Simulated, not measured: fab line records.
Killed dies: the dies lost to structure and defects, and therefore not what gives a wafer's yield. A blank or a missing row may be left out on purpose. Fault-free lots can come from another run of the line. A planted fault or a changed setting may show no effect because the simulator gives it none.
fab line records ; flow nandHarc ; part 2 of 2: steps 5 to 6 of 6
record lots=23; wafers=69; lastDay=34
route steps=1302 shown A_CHANNEL_HOLE_D1@470 A_CHANNEL_FILL_D1@507 A_CHANNEL_HOLE_D2@589 A_CHANNEL_FILL_D2@628 A_STAIRCASE@650
lots with no fault: from the same line, run without faults
startH: hours from the record's first day to the start of the lot's first wafer shown ; waitH: hours from the lot's prior step to this one ; " same as the row above ; L1.1+2: one row covering several wafers at once ; - no value, or no start was given ; * or withheld: withheld ; < > ~ a bound
route shown NAME@n: names a module that has steps shown in the file, with the first one's number in the route ; usual: average and standard deviation across the fault-free wafers ; same: alike in all rows ; chamber/n: place in a boat ; sites: the reading at each site ; _std_site: standard deviation across them ; _edge_site: the outer-site mean with the inner-site mean subtracted ; radiusMm: how far each site lies from the wafer's centre ; mask NAME#n: copy n ; behind: the tool/chamber that last shaped the wafer ; hold: cause of the lot's hold/its duration in hours/its outcome ; device: transistor that didn't switch, given as n, p or np ; end of line: the tests these same wafers got at the end of their route ; for a step that has no rows: nothing shown but its recipe ; killed: the dies lost at the first sort to structure and to defects; this is not the yield of the wafer ; map: a wafer's dies, marking killed ones x, the rest . and places with no die _
set.NAME: setting as actually run; set.NAME@STEP: the setting as run at that earlier step ; model.NAME: the simulator's own value behind a step, which no gauge read
one table for each step of the route and one row for each wafer, over a sample of lots
services: from which hour (startH, from the record's first day; less than 0 if before it) a tool's chamber was out of use, for how many hours, and why
## steps
# step NHARC_A_CHANNEL_FILL_D2_ETCHBACK_08
# recipe targetDepthA=2200; timeS=110; c4f8FlowSccm=20; arFlowSccm=withheld; rfW=600; biasW=300; chemistry=C4F8
# usual oesProductAu=0.97/0.035; rfVppV=440.6/2.5
lot.wafer;tool;chamber;startH;waitH;oesProductAu;rfHoursCounterH;rfVppV
L075.2;rieDiel-11;2;-;-;0.99;3;445.4
L075.1;rieDiel-11;0;-;-;1.00;3;440.4
L075.5;rieDiel-11;2;-;-;1.00;-;445.6
L074.3;rieDiel-11;2;-;-;0.94;3;446.2
L074.2;rieDiel-11;3;-;-;0.92;3;439.1
L074.4;rieDiel-11;1;-;-;0.92;3;442.2
L076.3;rieDiel-05;1;-;-;0.98;24;443.7
L076.2;rieDiel-05;2;-;-;1.00;25;441.0
L076.5;rieDiel-05;3;-;-;0.98;-;441.1
L077.3;rieDiel-11;2;-;-;0.93;5;443.9
L077.4;rieDiel-11;0;-;-;0.92;4;440.6
L077.5;rieDiel-11;2;-;-;0.93;-;445.0
L078.4;rieDiel-09;0;-;-;1.00;2;441.2
L078.5;rieDiel-09;2;-;-;1.01;-;438.2
L078.6;rieDiel-09;3;-;-;1.01;-;440.6
L079.2;rieDiel-11;3;-;-;0.99;4;439.2
L079.1;rieDiel-11;0;-;-;0.95;4;440.6
L079.4;rieDiel-11;2;-;-;0.99;5;445.4
L080.4;rieDiel-09;3;-;-;0.99;2;438.9
L080.3;rieDiel-09;0;-;-;0.99;2;440.4
L080.6;rieDiel-09;3;-;-;0.99;-;442.2
L081.2;rieDiel-11;0;-;-;0.92;4;440.6
L081.1;rieDiel-11;1;-;-;0.94;5;442.9
L081.5;rieDiel-11;0;-;-;0.90;-;439.0
L082.2;rieDiel-11;2;-;-;1.00;5;445.6
L082.4;rieDiel-11;0;-;-;0.99;5;441.1
L082.3;rieDiel-11;1;-;-;1.01;5;444.4
L083.2;rieDiel-09;3;-;-;0.93;3;439.3
L083.3;rieDiel-09;0;-;-;0.92;4;441.8
L083.6;rieDiel-09;3;-;-;0.93;-;439.7
L084.3;rieDiel-09;2;-;-;0.99;3;438.4
L084.1;rieDiel-09;1;-;-;1.01;4;438.7
L084.6;rieDiel-09;2;-;-;0.99;-;438.5
L085.1;rieDiel-11;1;-;-;1.00;0;444.7
L085.3;rieDiel-11;2;-;-;1.00;0;443.5
L085.6;rieDiel-11;1;-;-;1.00;-;442.4
L087.4;rieDiel-11;0;-;-;0.92;1;441.2
L087.2;rieDiel-11;1;-;-;0.93;1;444.4
L087.3;rieDiel-11;2;-;-;0.93;1;444.5
L088.3;rieDiel-09;1;-;-;1.00;6;440.3
L088.2;rieDiel-09;3;-;-;1.00;6;438.2
L088.5;rieDiel-09;1;-;-;1.01;-;437.6
L089.2;rieDiel-05;1;-;-;1.00;15;443.6
L089.4;rieDiel-05;3;-;-;1.00;18;443.4
L089.5;rieDiel-05;0;-;-;1.01;-;434.8
L090.4;rieDiel-09;3;-;-;0.99;0;439.3
L090.1;rieDiel-09;2;-;-;1.00;0;439.9
L090.5;rieDiel-09;3;-;-;0.99;-;437.2
L091.3;rieDiel-11;1;-;-;1.00;2;442.9
L091.1;rieDiel-11;3;-;-;1.00;1;437.0
L091.5;rieDiel-11;0;-;-;0.99;-;439.8
L092.3;rieDiel-09;1;-;-;1.01;0;438.5
L092.1;rieDiel-09;2;-;-;1.02;0;439.7
L092.5;rieDiel-09;1;-;-;1.01;-;438.5
L093.4;rieDiel-09;1;-;-;0.93;0;439.5
L093.3;rieDiel-09;0;-;-;0.92;0;442.0
L093.5;rieDiel-09;2;-;-;0.95;-;439.8
L096.1;rieDiel-05;2;-;-;0.93;26;439.0
L096.3;rieDiel-05;3;-;-;0.93;25;441.8
L096.6;rieDiel-05;1;-;-;0.92;-;443.6
L094.4;rieDiel-11;1;-;-;0.94;3;444.0
L094.2;rieDiel-11;3;-;-;0.93;2;439.6
L094.3;rieDiel-11;0;-;-;0.92;2;440.1
L095.4;rieDiel-09;1;-;-;0.92;1;438.4
L095.5;rieDiel-09;1;-;-;0.93;-;439.3
L095.6;rieDiel-09;2;-;-;0.94;-;438.1
L097.4;rieDiel-09;3;-;-;0.99;2;438.7
L097.3;rieDiel-09;0;-;-;0.99;2;441.2
L097.5;rieDiel-09;2;-;-;1.00;-;440.0
# step NHARC_A_STAIRCASE_DESCUM_168
# recipe timeS=3; o2FlowSccm=200; arFlowSccm=0; biasPowerW=0; chemistry=O2
# usual drypumpMotorCurrentA=5.7/0.58; o2FlowSccm=200.0/0.63; oesProductAu=1.001/0.0088; rfVppV=57.8/0.97; showerheadPlenumPTorr=1.92/0.1; throttleValvePct=11.312/0.0093
lot.wafer;tool;chamber;startH;waitH;drypumpMotorCurrentA;o2FlowSccm;oesProductAu;rfHoursCounterH;rfVppV;showerheadPlenumPTorr;throttleValvePct
L074.4;rieDiel-13;0;353.26;-;6.2;200.6;1.001;0;57.7;1.91;11.308
L074.3;rieDiel-13;1;353.26;-;6.3;200.1;1.010;0;56.8;1.79;11.307
L074.2;rieDiel-13;3;353.26;-;5.4;199.9;1.008;0;59.8;1.99;11.312
L075.2;rieDiel-13;2;353.32;-;5.3;200.5;1.014;0;57.3;1.82;11.310
L075.1;rieDiel-13;0;353.32;-;6.2;200.8;0.997;0;57.7;1.91;11.285
L075.5;rieDiel-13;2;353.32;-;5.3;200.0;1.008;-;58.1;1.82;11.325
L076.2;rieDiel-13;1;376.27;-;6.3;200.5;0.996;9;57.6;1.79;11.324
L076.3;rieDiel-13;2;376.27;-;5.3;200.9;0.999;5;58.1;1.82;11.311
L076.5;rieDiel-13;0;376.27;-;6.2;199.3;0.987;-;57.3;1.90;11.322
L077.4;rieDiel-02;3;394.29;-;5.9;199.7;1.003;59;55.7;1.85;11.298
L077.3;rieDiel-02;0;394.29;-;5.8;201.0;1.006;55;58.1;2.06;11.316
L077.5;rieDiel-02;0;394.29;-;5.8;199.7;1.007;-;59.5;2.06;11.314
L079.2;rieDiel-12;2;401.47;-;5.1;200.5;1.014;37;56.7;1.77;11.322
L079.4;rieDiel-12;3;401.47;-;5.8;199.6;0.993;40;57.4;1.97;11.300
L079.1;rieDiel-12;0;401.47;-;4.9;199.7;0.991;43;56.7;1.79;11.300
L078.4;rieDiel-12;0;401.64;-;4.9;199.9;0.987;43;57.0;1.79;11.313
L078.5;rieDiel-12;3;401.64;-;5.7;198.8;0.996;-;58.4;1.98;11.301
L078.6;rieDiel-12;0;401.64;-;4.9;199.5;0.980;-;57.9;1.79;11.322
L081.1;rieDiel-13;0;414.96;-;6.2;200.7;1.008;20;56.5;1.90;11.310
L081.2;rieDiel-13;1;414.96;-;6.2;200.0;1.003;18;57.0;1.78;11.306
L081.5;rieDiel-13;3;414.96;-;5.4;199.2;0.996;-;56.5;1.98;11.322
L080.4;rieDiel-13;3;415.28;-;5.4;199.1;1.009;19;59.3;1.98;11.320
L080.3;rieDiel-13;0;415.28;-;6.2;200.3;1.000;20;57.4;1.90;11.321
L080.6;rieDiel-13;3;415.28;-;5.4;201.2;0.998;-;58.7;1.98;11.319
L082.2;rieDiel-13;3;428.99;-;5.4;200.6;1.008;22;58.0;1.98;11.319
L082.3;rieDiel-13;0;428.99;-;6.2;200.1;1.013;23;56.3;1.90;11.317
L082.4;rieDiel-13;1;428.99;-;6.3;199.6;1.013;22;56.4;1.78;11.296
L083.2;rieDiel-02;1;435.01;-;5.0;200.4;0.990;14;59.1;2.07;11.321
L083.3;rieDiel-02;2;435.01;-;6.5;199.7;1.002;-;58.2;1.87;11.322
L083.6;rieDiel-02;1;435.01;-;5.0;200.1;0.985;-;57.8;2.07;11.309
L084.3;rieDiel-02;2;453.25;-;6.5;201.1;1.008;20;56.7;1.87;11.309
L084.1;rieDiel-02;0;453.25;-;5.8;200.2;0.992;18;56.5;2.05;11.324
L084.6;rieDiel-02;1;453.25;-;5.0;199.2;0.996;-;57.2;2.07;11.313
L085.3;rieDiel-02;0;462.58;-;5.8;199.0;0.996;20;56.9;2.05;11.310
L085.1;rieDiel-02;1;462.58;-;5.0;199.4;0.994;25;57.7;2.07;11.304
L085.6;rieDiel-02;1;462.58;-;5.0;199.2;0.998;-;57.9;2.07;11.297
L087.2;rieDiel-12;2;470.47;-;5.1;200.0;1.017;5;58.7;2.07;11.315
L087.3;rieDiel-12;3;470.47;-;5.7;199.3;1.000;6;59.8;1.97;11.335
L087.4;rieDiel-12;2;470.47;-;5.1;201.2;1.019;-;58.8;2.07;11.307
L088.3;rieDiel-02;1;502.71;-;5.0;200.6;0.988;32;57.6;2.07;11.317
L088.2;rieDiel-02;2;502.71;-;6.5;200.2;1.011;35;58.0;1.87;11.305
L088.5;rieDiel-02;1;502.71;-;5.0;199.9;0.992;-;58.9;2.07;11.327
L089.4;rieDiel-02;3;505.26;-;5.9;200.7;1.006;28;57.0;1.84;11.316
L089.2;rieDiel-02;0;505.26;-;5.8;199.3;0.990;33;58.6;2.05;11.331
L089.5;rieDiel-02;3;505.26;-;5.9;199.4;0.995;-;58.2;1.84;11.297
L090.4;rieDiel-12;1;517.69;-;6.5;199.7;0.987;19;58.6;1.88;11.314
L090.1;rieDiel-12;2;517.69;-;5.1;199.9;1.011;23;57.9;2.07;11.322
L090.5;rieDiel-12;0;517.69;-;4.9;200.2;0.989;-;57.1;1.78;11.315
L091.1;rieDiel-12;0;517.84;-;4.9;200.0;1.009;20;56.2;1.78;11.303
L091.3;rieDiel-12;2;517.84;-;5.1;199.8;1.022;23;59.7;2.07;11.309
L091.5;rieDiel-12;1;517.84;-;6.5;199.9;1.006;-;59.1;1.88;11.318
L092.3;rieDiel-02;3;528.23;-;5.9;199.5;1.007;40;56.9;1.84;11.334
L092.1;rieDiel-02;0;528.23;-;5.8;200.2;0.997;44;57.6;2.04;11.301
L092.5;rieDiel-02;0;528.23;-;5.8;200.2;1.006;-;58.7;2.04;11.317
L093.3;rieDiel-02;1;540.44;-;5.0;201.0;0.990;45;58.4;2.06;11.316
L093.4;rieDiel-02;0;540.44;-;5.8;200.3;1.004;47;59.0;2.04;11.313
L093.5;rieDiel-02;2;540.44;-;6.6;199.9;0.995;-;57.9;1.86;11.303
L095.4;rieDiel-02;1;560.32;-;5.0;199.6;0.990;52;58.8;2.06;11.300
L095.6;rieDiel-02;1;560.32;-;5.0;200.6;0.996;-;58.4;2.06;11.303
L095.5;rieDiel-02;2;560.32;-;6.6;199.2;0.998;-;56.8;1.86;11.309
L096.3;rieDiel-12;0;560.62;-;4.9;200.4;1.012;37;58.1;1.78;11.314
L096.1;rieDiel-12;3;560.62;-;5.7;200.0;0.996;38;57.8;1.96;11.307
L096.6;rieDiel-12;1;560.62;-;6.5;201.0;1.007;-;55.7;1.88;11.293
L094.3;rieDiel-02;0;560.81;-;5.8;199.2;1.005;55;58.2;2.04;11.305
L094.4;rieDiel-02;2;560.81;-;6.6;200.0;0.990;49;58.3;1.86;11.309
L094.2;rieDiel-02;3;560.81;-;5.9;200.7;0.987;51;57.5;1.83;11.303
L097.3;rieDiel-02;1;580.48;-;5.0;200.8;1.013;0;58.7;2.06;11.313
L097.4;rieDiel-02;0;580.48;-;5.8;200.1;1.018;0;59.0;2.04;11.310
L097.5;rieDiel-02;1;580.48;-;5.0;201.5;1.014;-;60.6;2.06;11.307
## services
tool;chamber;startH;hours;kind
rieDiel-08;-;190.80;9.0;pm
rieDiel-02;1;195.38;15.9;repair
rieDiel-02;0;200.28;5.6;repair
rieDiel-02;3;210.41;7.3;repair
rieDiel-08;2;211.86;9.1;repair
rieDiel-02;-;217.46;9.0;pm
rieDiel-08;3;247.54;8.2;repair
rieDiel-07;1;251.76;3.7;repair
rieDiel-08;2;256.48;3.4;repair
rieDiel-08;3;263.35;10.4;repair
rieDiel-07;0;296.34;14.7;repair
rieDiel-08;-;367.80;9.0;pm
rieDiel-02;0;377.40;2.1;repair
rieDiel-02;-;394.46;9.0;pm
rieDiel-08;0;405.60;8.6;repair
rieDiel-02;0;424.08;12.3;repair
rieDiel-07;1;426.85;8.7;repair
rieDiel-08;-;433.83;0.6;repair
rieDiel-02;3;434.93;28.6;repair
rieDiel-07;-;471.33;9.0;pm
rieDiel-08;1;501.24;4.5;repair
rieDiel-08;-;501.71;0.4;repair
rieDiel-07;3;505.70;5.4;repair
rieDiel-02;2;547.77;7.8;repair
